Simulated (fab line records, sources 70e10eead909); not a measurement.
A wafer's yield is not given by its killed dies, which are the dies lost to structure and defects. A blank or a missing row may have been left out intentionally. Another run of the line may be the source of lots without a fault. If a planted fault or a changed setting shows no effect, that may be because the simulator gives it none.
fab line records ; flow nand-harc
[record] lots = 12; wafers = 36; last-day = 25
route steps=1159 shown A_STAIRCASE@693 END@1159
lots with no fault: from the same line, run without faults
start-h: the number of hours between the record's first day and the start of the first shown wafer of the lot ; wait-h: how many hours have passed since the lot's step before this one ; " the same as in the row above ; L1.1+2: a row that stands for several wafers ; - no value present, or no start provided ; * or withheld: withheld ; < > ~ a bound
route shown NAME@n: a module of which the file shows steps, and the number in the route of the first ; usual: mean/standard deviation taken from wafers without a fault ; same: alike in all rows ; chamber/n: place in a boat ; sites: the reading at each site ; _std_site: the standard deviation of these ; _edge_site: outer sites' mean less inner sites' ; radius-mm: for every site, how far away it sits from the centre of the wafer ; mask NAME#n: copy n ; behind: tool/chamber where the wafer was last shaped ; hold: why the lot was held/for how many hours/how that ended ; device: the transistor (n, p or np) that didn't switch ; end of line: tests run on the same wafers once the route is complete ; step lacking rows: just its recipe ; killed: at the first sort, the dies lost to defects and structure; wafer yield is something else ; map: a wafer's dies, x killed, . not, _ none there
set.NAME: the setting that was run; set.NAME@STEP: the one run at that earlier step ; model.NAME: the simulator's own value behind a step, which no gauge read
route steps across a sampled set of lots; one table per step, one row per wafer
services: when a tool's chamber went out of use (start-h, in hours from the record's first day, below 0 if earlier), for how many hours, and the reason
[[steps]]
[step NHARC_A_STAIRCASE_STRIP_316]
[recipe] o2-flow-sccm = 500; ar-flow-sccm = 0; bias-w = 0; chemistry = O2
[usual] drypump-motor-current-A = 5.73/0.26; oes-product-au = 1.006/0.013; rf-vpp-V = 57.7/0.8; showerhead-plenum-p-Torr = 3.48/0.15; throttle-valve-pct = 17.036/0.0087
lot.wafer;tool;chamber;start-h;wait-h;drypump-motor-current-A;oes-product-au;rf-hours-counter-h;rf-vpp-V;showerhead-plenum-p-Torr;throttle-valve-pct
L356.4;rie-diel-01;3;-;-;5.98;0.995;45;58.3;3.34;17.031
L356.6;rie-diel-01;1;-;-;5.36;1.011;-;56.4;3.33;17.033
L356.5;rie-diel-01;2;-;-;5.74;1.021;-;56.7;3.28;17.053
L357.3;rie-diel-02;1;-;-;6.18;0.997;44;57.9;3.50;17.029
L357.4;rie-diel-02;3;-;-;5.29;0.990;35;56.1;3.48;17.027
L357.1;rie-diel-02;0;-;-;5.98;0.996;44;57.3;3.39;17.020
L359.4;rie-diel-01;1;-;-;5.37;1.003;51;58.1;3.33;17.038
L359.1;rie-diel-01;2;-;-;5.73;1.007;59;57.7;3.27;17.045
L359.3;rie-diel-01;3;-;-;5.93;0.993;51;56.8;3.34;17.042
L360.3;rie-diel-01;0;-;-;5.69;1.019;57;56.9;3.55;17.021
L360.1;rie-diel-01;1;-;-;5.41;1.003;52;57.1;3.33;17.033
L360.6;rie-diel-01;3;-;-;5.96;0.989;-;57.0;3.34;17.023
L361.4;rie-diel-02;1;-;-;6.20;1.008;54;58.1;3.49;17.040
L361.2;rie-diel-02;2;-;-;5.76;1.015;56;57.9;3.56;17.035
L361.1;rie-diel-02;3;-;-;5.30;0.998;47;58.1;3.47;17.044
L364.1;rie-diel-02;0;-;-;6.02;0.997;55;56.8;3.39;17.047
L364.4;rie-diel-02;1;-;-;6.20;1.008;55;58.0;3.49;17.040
L364.5;rie-diel-02;3;-;-;5.26;0.981;-;57.3;3.47;17.028
L369.3;rie-diel-01;1;-;-;5.36;1.011;16;56.7;3.32;17.043
L369.1;rie-diel-01;3;-;-;5.97;0.997;17;57.2;3.33;17.037
L369.6;rie-diel-01;1;-;-;5.37;1.003;-;57.0;3.32;17.041
L370.4;rie-diel-07;3;-;-;6.19;1.010;49;60.6;3.68;17.035
L370.6;rie-diel-07;1;-;-;5.65;1.026;-;59.5;3.59;17.029
L370.5;rie-diel-07;2;-;-;5.94;1.023;-;57.0;3.51;17.032
L368.2;rie-diel-01;2;-;-;5.71;1.016;17;58.9;3.80;17.043
L368.1;rie-diel-01;1;-;-;5.39;1.004;17;56.3;3.32;17.029
L368.6;rie-diel-01;2;-;-;5.67;1.005;-;58.1;3.80;17.038
L376.3;rie-diel-02;3;-;-;5.30;1.011;17;56.9;3.46;17.043
L376.4;rie-diel-02;1;-;-;6.25;1.017;21;58.0;3.48;17.036
L376.6;rie-diel-02;3;-;-;5.28;1.003;-;57.9;3.46;17.036
L374.3;rie-diel-01;0;-;-;5.68;1.001;27;57.9;3.53;17.041
L374.6;rie-diel-01;0;-;-;5.66;1.012;-;56.2;3.53;17.026
L374.5;rie-diel-01;1;-;-;5.37;1.002;-;58.9;3.31;17.024
L375.1;rie-diel-01;2;-;-;5.75;1.011;24;58.1;3.79;17.042
L375.2;rie-diel-01;3;-;-;5.97;1.007;27;57.3;3.32;17.043
L375.3;rie-diel-01;1;-;-;5.42;0.992;25;57.3;3.31;17.046
[step NHARC_A_STAIRCASE_STRIP_446]
[recipe] power-w = 1500; temp-c = 250; chemistry = O2
[usual] drypump-motor-current-A = 5.6/0.42; heater-power-w = 333/23
lot.wafer;tool;chamber;start-h;wait-h;drypump-motor-current-A;heater-power-w;rf-hours-counter-h
L356.4;plasma-asher-01;0;321.97;0.2;5.5;362;-
L356.5;plasma-asher-01;1;321.97;0.2;5.8;326;-
L356.6;plasma-asher-01;0;321.97;0.2;5.5;369;-
L357.1;plasma-asher-01;0;326.72;0.2;5.5;354;14
L357.4;plasma-asher-01;0;326.72;0.2;5.5;369;-
L357.3;plasma-asher-01;1;326.72;0.2;5.8;321;-
L359.1;plasma-asher-02;0;341.64;0.2;6.2;327;51
L359.3;plasma-asher-02;0;341.64;0.2;6.1;334;-
L359.4;plasma-asher-02;1;341.64;0.2;4.9;296;-
L360.1;plasma-asher-01;1;341.72;0.3;5.8;334;18
L360.3;plasma-asher-01;0;341.72;0.3;5.5;361;-
L360.6;plasma-asher-01;0;341.72;0.3;5.5;365;-
L361.2;plasma-asher-01;0;359.56;0.1;5.5;359;24
L361.1;plasma-asher-01;1;359.56;0.1;5.8;330;24
L361.4;plasma-asher-01;0;359.56;0.1;5.5;356;-
L364.1;plasma-asher-01;0;362.14;1.2;5.5;357;26
L364.4;plasma-asher-01;0;362.14;1.2;5.5;350;-
L364.5;plasma-asher-01;0;362.14;1.2;5.5;363;-
L369.1;plasma-asher-02;0;412.04;0.1;6.1;338;14
L369.3;plasma-asher-02;0;412.04;0.1;6.1;349;-
L369.6;plasma-asher-02;0;412.04;0.1;6.1;346;-
L368.2;plasma-asher-01;1;412.05;0.0;5.8;334;43
L368.1;plasma-asher-01;0;412.05;0.0;5.5;363;43
L368.6;plasma-asher-01;0;412.05;0.0;5.5;364;-
L370.4;plasma-asher-01;0;413.78;0.2;5.5;356;-
L370.6;plasma-asher-01;1;413.78;0.2;5.8;331;-
L370.5;plasma-asher-01;0;413.78;0.2;5.5;351;-
L376.3;plasma-asher-01;0;429.49;0.1;5.5;355;-
L376.4;plasma-asher-01;1;429.49;0.1;5.8;329;-
L376.6;plasma-asher-01;0;429.49;0.1;5.5;358;-
L374.3;plasma-asher-02;1;429.63;0.1;4.9;294;-
L374.5;plasma-asher-02;1;429.63;0.1;4.9;296;-
L374.6;plasma-asher-02;0;429.63;0.1;6.1;338;-
L375.1;plasma-asher-01;1;429.86;0.0;5.8;328;49
L375.2;plasma-asher-01;0;429.86;0.0;5.5;365;49
L375.3;plasma-asher-01;0;429.86;0.0;5.5;368;-
[step NHARC_A_STAIRCASE_CMP_450]
[recipe] target-thk-nm = 200; material = SiO2
[usual] motor-current-A = 12.1/1.3; retaining-ring-pressure-frac = 0.999/0.0049; slurry-filter-dp-kPa = 13.49/0.15
lot.wafer;tool;chamber;start-h;wait-h;motor-current-A;retaining-ring-pressure-frac;slurry-filter-dp-kPa
L356.4;cmp-04;2;322.65;-;12.0;0.994;13.48
L356.5;cmp-04;1;322.65;-;13.6;1.001;13.74
L356.6;cmp-04;2;322.65;-;12.2;0.998;13.54
L357.3;cmp-01;0;327.57;-;13.1;0.994;13.72
L357.1;cmp-01;1;327.57;-;11.2;1.002;13.69
L357.4;cmp-01;2;327.57;-;12.4;1.004;13.32
L360.1;cmp-01;3;342.47;-;9.9;1.003;13.49
L360.3;cmp-01;1;342.47;-;11.6;0.996;13.54
L360.6;cmp-01;3;342.47;-;10.4;0.999;13.55
L359.3;cmp-04;0;342.54;-;10.3;0.998;13.65
L359.4;cmp-04;1;342.54;-;13.2;1.002;13.49
L359.1;cmp-04;2;342.54;-;11.9;0.998;13.35
L361.4;cmp-04;3;360.36;-;14.0;0.994;13.36
L361.1;cmp-04;1;360.36;-;13.9;1.010;13.51
L361.2;cmp-04;2;360.36;-;11.8;1.007;13.52
L364.1;cmp-04;0;362.95;-;11.7;0.996;13.35
L364.4;cmp-04;1;362.95;-;14.1;0.997;13.42
L364.5;cmp-04;1;362.95;-;14.1;1.002;13.56
L369.3;cmp-04;0;412.80;-;11.8;0.987;13.45
L369.1;cmp-04;2;412.80;-;12.5;1.003;13.27
L369.6;cmp-04;1;412.80;-;13.9;1.005;13.65
L368.2;cmp-02;1;412.85;-;11.3;1.002;13.40
L368.1;cmp-02;0;412.85;-;11.1;0.998;13.50
L368.6;cmp-02;2;412.85;-;12.9;0.998;13.50
L370.4;cmp-01;0;414.48;-;13.4;1.006;13.55
L370.6;cmp-01;1;414.48;-;12.0;0.999;13.34
L370.5;cmp-01;2;414.48;-;12.7;0.991;13.76
L376.3;cmp-02;2;430.21;-;13.5;0.999;13.71
L376.4;cmp-02;0;430.21;-;10.8;1.007;13.55
L376.6;cmp-02;1;430.21;-;11.7;0.997;13.60
L374.3;cmp-01;0;430.43;-;13.5;0.995;13.51
L374.6;cmp-01;3;430.43;-;9.8;0.995;13.32
L374.5;cmp-01;0;430.43;-;13.3;1.001;13.31
L375.1;cmp-01;3;430.75;-;10.6;1.000;13.33
L375.2;cmp-01;0;430.75;-;12.5;0.998;13.35
L375.3;cmp-01;2;430.75;-;11.9;0.995;13.79
[step NHARC_A_STAIRCASE_ETCHBACK_422]
[recipe] target-depth-a = 400; over-etch-frac = 0.3; time-s = 74.286; ion-energy-ev = 120; ch3f-flow-sccm = 50; o2-flow-sccm = 30; ar-flow-sccm = 200; rf-w = 500; bias-w = 100; chemistry = CH3F/O2
[usual] bias-w = 100.02/0.28; ch3f-flow-sccm = 50.00/0.16; drypump-motor-current-A = 5.78/0.27; oes-product-au = 0.96/0.038; rf-fwd-power-W = 496.1/2.2; rf-vpp-V = 244.2/1.5; showerhead-plenum-p-Torr = 2.45/0.099; throttle-valve-pct = 20.663/0.0092
lot.wafer;tool;chamber;start-h;wait-h;bias-w;ch3f-flow-sccm;drypump-motor-current-A;oes-product-au;rf-fwd-power-W;rf-hours-counter-h;rf-vpp-V;showerhead-plenum-p-Torr;throttle-valve-pct
L356.4;rie-diel-07;0;323.22;0.2;100.00;50.04;5.51;0.99;500.0;35;245.7;2.54;20.658
L356.6;rie-diel-07;2;323.22;0.2;99.69;50.02;5.94;1.01;497.3;-;243.9;2.45;20.660
L356.5;rie-diel-07;3;323.22;0.2;99.57;49.90;6.18;1.01;493.6;-;245.5;2.57;20.672
L357.4;rie-diel-07;2;328.10;0.2;100.07;50.07;5.94;0.99;497.9;34;244.1;2.45;20.653
L357.1;rie-diel-07;3;328.10;0.2;100.21;49.84;6.19;1.00;495.7;35;245.8;2.57;20.641
L357.3;rie-diel-07;0;328.10;0.2;100.04;49.82;5.52;1.01;499.1;37;244.4;2.54;20.648
L360.1;rie-diel-07;3;343.07;0.1;99.83;50.09;6.17;0.92;497.1;40;245.3;2.57;20.673
L360.3;rie-diel-07;1;343.07;0.1;99.29;49.87;5.65;0.95;495.3;41;244.6;2.50;20.662
L360.6;rie-diel-07;0;343.07;0.1;99.89;50.25;5.55;0.93;497.9;-;245.2;2.53;20.666
L359.3;rie-diel-02;2;343.12;0.2;100.40;50.19;5.77;0.98;496.3;3;244.6;2.48;20.664
L359.4;rie-diel-02;3;343.12;0.2;99.98;50.15;5.25;0.99;495.7;2;242.9;2.41;20.669
L359.1;rie-diel-02;1;343.12;0.2;100.28;49.87;6.18;1.00;495.8;4;243.5;2.43;20.663
L361.1;rie-diel-01;3;360.90;0.1;99.83;49.85;5.94;0.99;494.5;16;241.9;2.32;20.648
L361.4;rie-diel-01;0;360.90;0.1;100.15;49.88;5.66;1.00;492.9;16;243.8;2.46;20.658
L361.2;rie-diel-01;2;360.90;0.1;100.16;50.30;5.73;1.00;494.2;14;247.3;2.65;20.664
L364.1;rie-diel-02;0;363.48;0.1;100.06;49.86;5.98;0.91;492.9;12;241.8;2.35;20.680
L364.4;rie-diel-02;3;363.48;0.1;100.10;50.12;5.28;0.91;497.3;9;243.2;2.41;20.655
L364.5;rie-diel-02;1;363.48;0.1;99.78;49.83;6.17;0.94;496.1;-;244.4;2.43;20.679
L369.3;rie-diel-02;3;413.55;0.3;-;-;-;-;-;-;-;-;-
L369.1;rie-diel-02;2;413.55;0.3;-;-;-;-;-;-;-;-;-
L369.6;rie-diel-02;0;413.55;0.3;-;-;-;-;-;-;-;-;-
L368.1;rie-diel-02;0;413.63;0.4;-;-;-;-;-;-;-;-;-
L368.2;rie-diel-02;1;413.63;0.4;-;-;-;-;-;-;-;-;-
L368.6;rie-diel-02;0;413.63;0.4;-;-;-;-;-;-;-;-;-
L370.4;rie-diel-07;3;415.02;0.2;-;-;-;-;-;-;-;-;-
L370.5;rie-diel-07;0;415.02;0.2;-;-;-;-;-;-;-;-;-
L370.6;rie-diel-07;1;415.02;0.2;-;-;-;-;-;-;-;-;-
L376.4;rie-diel-01;3;430.75;0.1;99.69;49.71;5.99;0.94;496.6;41;242.2;2.31;20.669
L376.3;rie-diel-01;1;430.75;0.1;99.72;49.70;5.35;0.94;496.3;44;243.5;2.30;20.654
L376.6;rie-diel-01;2;430.75;0.1;100.30;50.10;5.72;0.95;498.9;-;247.3;2.64;20.673
L374.3;rie-diel-01;3;431.02;0.2;100.34;50.13;5.99;1.01;495.9;42;241.8;2.31;20.670
L374.6;rie-diel-01;0;431.02;0.2;100.53;50.00;5.68;1.00;492.9;-;243.5;2.45;20.670
L374.5;rie-diel-01;1;431.02;0.2;99.70;49.72;5.40;1.01;499.5;-;241.3;2.30;20.665
L375.1;rie-diel-01;1;431.37;0.2;100.07;50.27;5.37;0.93;496.0;44;240.8;2.30;20.675
L375.2;rie-diel-01;2;431.37;0.2;99.88;50.20;5.68;0.94;497.4;41;246.7;2.64;20.636
L375.3;rie-diel-01;3;431.37;0.2;99.80;50.24;5.92;0.93;496.5;42;241.3;2.31;20.666
[step NHARC_END_SORT_01]
[recipe] temp-c = 25
[usual] killed-at-array = 28/11; killed-at-other = 0.8/1.1; killed-at-periphery = 3.3/2.8; killed-dies = 32/11; killed-open = 3.3/1.9; killed-short = 1.9/1.4
[same] gross-dies = 677
lot.wafer;tool;chamber;start-h;wait-h;killed-at-array;killed-at-other;killed-at-periphery;killed-dies;killed-open;killed-short
L369.1;prober-01;0;553.10;2.5;676;0;1;677;1;2
L369.3;prober-01;0;554.73;3.1;674;0;3;677;4;1
L369.6;prober-01;0;557.17;4.1;676;0;1;677;1;1
L368.1;prober-02;0;553.15;2.5;672;1;4;677;4;3
L368.2;prober-02;0;553.95;2.8;677;0;0;677;1;1
L368.6;prober-02;0;557.16;4.0;676;1;0;677;1;2
L370.4;prober-01;0;563.42;3.4;667;4;6;677;2;3
L370.5;prober-01;0;564.22;3.7;674;1;2;677;5;1
L370.6;prober-01;0;565.02;4.0;673;1;3;677;4;4
// killed by level:class
L369.1 A_STAIRCASE:area-etchback=658 A_CONTACT:chamber-film-flake=14 A_ONON_D1:geometric-particle:short=1 A_CONTACT:geometric-particle:short=1 A_M0:geometric-particle:open=1 P_STI:chamber-film-flake=1 A_CHANNEL_HOLE_D1:chamber-film-flake=1
L368.1 A_STAIRCASE:area-etchback=626 A_CHANNEL_HOLE_D1:chamber-film-flake=21 A_CONTACT:chamber-film-flake=10 A_SLIT:chamber-film-flake=10 P_STI:geometric-particle:short=1 P_GATE:geometric-particle:open=1 P_M0:geometric-particle:short=1 A_SOURCE_PLATE:geometric-particle:open=1
L368.2 A_STAIRCASE:area-etchback=628 A_CHANNEL_HOLE_D1:chamber-film-flake=26 A_SLIT:chamber-film-flake=10 A_CONTACT:chamber-film-flake=7 A_STAIRCASE:chamber-film-flake=3 A_WL_FILL:geometric-particle:short=1 A_BLC:geometric-particle:open=1 A_ZERO_WELL:chamber-film-flake=1
L369.3 A_STAIRCASE:area-etchback=665 A_CHANNEL_HOLE_D1:chamber-film-flake=3 A_CHANNEL_FILL_D1:geometric-particle:open=2 P_STI:chamber-film-flake=2 A_CONTACT:chamber-film-flake=2 P_CONTACT:geometric-particle:open=1 A_WL_FILL:geometric-particle:short=1 A_CONTACT:geometric-particle:open=1
L368.6 A_STAIRCASE:area-etchback=628 A_CHANNEL_HOLE_D1:chamber-film-flake=23 A_SLIT:chamber-film-flake=14 A_CONTACT:chamber-film-flake=7 A_STAIRCASE:chamber-film-flake=2 A_ONON_D1:geometric-particle:open=1 A_WL_FILL:geometric-particle:short=1 STARTING-WAFER:geometric-particle:short=1
L369.6 A_STAIRCASE:area-etchback=662 A_CHANNEL_HOLE_D1:chamber-film-flake=6 A_WL_FILL:chamber-film-flake=2 A_CONTACT:chamber-film-flake=2 A_WL_FILL:geometric-particle:short=1 A_CONTACT:geometric-particle:open=1 P_STI:chamber-film-flake=1 A_STAIRCASE:chamber-film-flake=1
L370.4 A_STAIRCASE:area-etchback=645 A_STAIRCASE:chamber-film-flake=7 A_CHANNEL_HOLE_D1:chamber-film-flake=6 P_M1:chamber-film-flake=6 THIN_TSV:chamber-film-flake=4 A_WL_FILL:chamber-film-flake=2 A_ONON_D1:geometric-particle:open=1 A_ONON_D1:geometric-particle:short=1
L370.5 A_STAIRCASE:area-etchback=647 A_STAIRCASE:chamber-film-flake=10 A_CHANNEL_HOLE_D1:chamber-film-flake=9 A_M0:geometric-particle:open=2 A_CONTACT:chamber-film-flake=2 A_CHANNEL_FILL_D1:geometric-particle:open=1 A_WL_FILL:geometric-particle:short=1 A_WL_FILL:geometric-particle:open=1
L370.6 A_STAIRCASE:area-etchback=649 A_STAIRCASE:chamber-film-flake=10 A_CHANNEL_HOLE_D1:chamber-film-flake=7 A_WL_FILL:geometric-particle:short=2 P_M0:geometric-particle:open=1 A_ONON_D1:geometric-particle:open=1 A_SLIT:geometric-particle:open=1 A_CONTACT:geometric-particle:open=1
[[services]]
tool;chamber;start-h;hours;kind
cmp-04;-;267.62;5.1;repair
rie-diel-01;0;269.53;-;clean
rie-diel-01;1;269.53;-;clean
plasma-asher-01;-;276.24;9.0;pm
cmp-01;-;277.50;4.0;pm
cmp-04;-;281.54;3.4;repair
cmp-02;-;284.54;1.1;repair
rie-diel-01;3;288.44;4.6;repair
rie-diel-02;-;297.41;0.8;repair
plasma-asher-02;-;300.30;0.7;repair
cmp-04;-;301.11;4.0;pm
rie-diel-01;-;314.86;9.0;pm
cmp-02;-;324.65;4.0;pm
rie-diel-02;-;327.99;9.0;pm
cmp-02;-;340.43;1.0;repair
rie-diel-07;0;347.99;10.7;repair
cmp-04;-;357.44;0.5;repair
plasma-asher-02;-;360.25;9.0;pm
cmp-01;-;375.50;4.0;pm
rie-diel-01;3;398.37;5.3;repair
cmp-04;-;399.11;4.0;pm
rie-diel-07;-;405.20;9.0;pm
cmp-04;-;422.64;2.6;repair
cmp-02;-;422.65;4.0;pm
[[key]]
[first-sign] step = NHARC_A_STAIRCASE_ETCHBACK_422; reading = tool-record; direction = missing
[effect] step = NHARC_END_SORT_01; reading = killed-at-array; direction = up; sigmas = 59; usual = 28; struck = 674
[more-kills-born-at] NHARC_A_STAIRCASE_ETCHBACK_422@rie-diel-02 = 3867; NHARC_A_STAIRCASE_ETCHBACK_422@rie-diel-07 = 1938
met-at NHARC_A_STAIRCASE_ETCHBACK_422
struck-lots L368,L369,L370
later-rows-left-out L368.1,L368.2,L368.6,L369.1,L369.3,L369.6,L370.4,L370.5,L370.6
tester-left-out L368,L369,L370
not-acting-at NHARC_A_STAIRCASE_STRIP_316,NHARC_A_STAIRCASE_STRIP_446,NHARC_A_STAIRCASE_CMP_450
onset-between 363.48 413.55
[fault] kind = skipped-step-whole; tool = rie-diel-02,rie-diel-07; chamber = -; onset-h = 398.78; steps = NHARC_A_STAIRCASE_ETCHBACK_422; scope = struck-lots-only
// tester-left-out: of these lots the tester's yield and bins aren't shown, on N5 and GAA mostly nor the transistor test; their killed dies are dies lost to structure and defects alone, not to doping, threshold or leakage, so they don't give the yield
// later-rows-left-out: the simulator's readings of these wafers behind a module that went badly wrong aren't trusted and aren't shown, but for the sort
